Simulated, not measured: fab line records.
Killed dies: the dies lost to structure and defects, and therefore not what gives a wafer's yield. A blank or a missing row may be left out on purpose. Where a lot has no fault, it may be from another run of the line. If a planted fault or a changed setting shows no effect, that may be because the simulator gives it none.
Split-lot study -- flow n5 finfet -- route with 1938 steps; 7 lots, 21 wafers read

ON THE SPLIT
At N5_MOL_CONTACT_COAG_CVD_140 (deposits W, target thk 66.5 nm, time 215 s), the setting target thk a was moved away from the recipe's 665 angstrom on 11 of the 21 wafers read, by -13.2% to +6.8%. The other wafers ran this setting at the recipe's value.

Reading taken at the split's own step.

THE READING
W_of_MOL_CONTACT_COAG_CVD_140.thk nm (the simulator's own value, which no gauge read), in nm, at N5_MOL_CONTACT_COAG_CVD_140 (deposits W, target thk 66.5 nm, time 215 s). No usual value for it is given in the file. Average 66.9 nm, standard deviation 0.69 nm, over the 10 wafers here run with the recipe.

wafer,"tool, chamber at the split","target thk a as run, angstrom",against the recipe,"W_of_MOL_CONTACT_COAG_CVD_140.thk nm, nm",against lot-mates on the recipe
L079.3,"cvd w-01, 1",701.1,+5.4%,70.4,no lot-mate on the recipe
L079.4,"cvd w-01, 0",701.1,+5.4%,70.8,no lot-mate on the recipe
L079.6,"cvd w-01, 0",701.1,+5.4%,70.2,no lot-mate on the recipe
L081.1,"cvd w-01, 0",665,recipe,66.2,-
L081.2,"cvd w-01, 1",577.4,-13.2%,57.4,-8.8
L081.4,"cvd w-01, 1",577.4,-13.2%,57.4,-8.8
L088.1,"cvd w-01, 0",665,recipe,67.6,-
L088.3,"cvd w-01, 1",665,recipe,67.8,-
L088.4,"cvd w-01, 0",696.8,+4.8%,70,+2.3
L091.2,"cvd w-02, 1",598.7,-10.0%,59.8,-6.2
L091.3,"cvd w-02, 1",598.7,-10.0%,59.4,-6.6
L091.5,"cvd w-02, 0",665,recipe,66,-
L094.3,"cvd w-01, 1",665,recipe,66.4,-
L094.4,"cvd w-01, 0",665,recipe,68,-
L094.6,"cvd w-01, 1",700,+5.3%,68.8,+1.6
L095.2,"cvd w-02, 1",709.9,+6.8%,71.8,+5.0
L095.3,"cvd w-02, 0",709.9,+6.8%,72,+5.2
L095.6,"cvd w-02, 0",665,recipe,66.8,-
L096.3,"cvd w-02, 0",665,recipe,67.2,-
L096.4,"cvd w-02, 1",665,recipe,66.2,-
L096.6,"cvd w-02, 1",665,recipe,66.6,-

THE FIT
A straight line over all 21 wafers: W_of_MOL_CONTACT_COAG_CVD_140.thk nm changes by +0.703 nm for each +1% of target thk a; r = +0.99; the points scatter about the line by 0.66 nm.
The same after taking each lot's own level away (the mean of its wafers on the recipe; 18 wafers): +0.648 nm for each +1%; r = +0.99; scatter 0.66 nm.
Per that fit: largest target thk a move, reading shift of 8.5 nm.
The span of the lots' own levels, 66.00 to 67.70 nm, comes to 2.5 times the standard deviation stated above.
So the lot-to-lot level changes the slope little: the two slopes agree.
Check: for one of the wafers moved furthest among these (-13.2%), held out of the fit, the line's prediction against its lot-mates is -8.56 nm. It came out at -8.8 nm against them.

OTHER SPLITS ON THESE WAFERS
Note: prior to the reading, these wafers also went through further splits. Each is held against what the fit with the lots' levels taken away leaves over:
other split on the same wafers,wafers away from the commonest value,r with W_of_MOL_CONTACT_COAG_CVD_140.thk nm (lot level and that fit taken away)
N5_SD_EPI_P_EPI_21 epi growth time s,5,-0.46
N5_SD_ACTIVATION_LSA_01 temp c,8,+0.28
N5_HKMG_FIN_ETCH_31 bias w,7,+0.13
N5_HKMG_FIN_ETCH_32 bias w,8,-0.30
N5_MOL_CONTACT_COAG_ETCH_105 bias w,5,+0.08
N5_MOL_CONTACT_COAG_COAT_63 spin rpm,7,-0.22
N5_MOL_CONTACT_COAG_VIA_ETCH_117 bias w,9,-0.10

THE FILE'S OWN FIT
W_of_MOL_CONTACT_COAG_CVD_140.thk nm changes by +0.633 nm for each +1% of target thk a, r = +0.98.
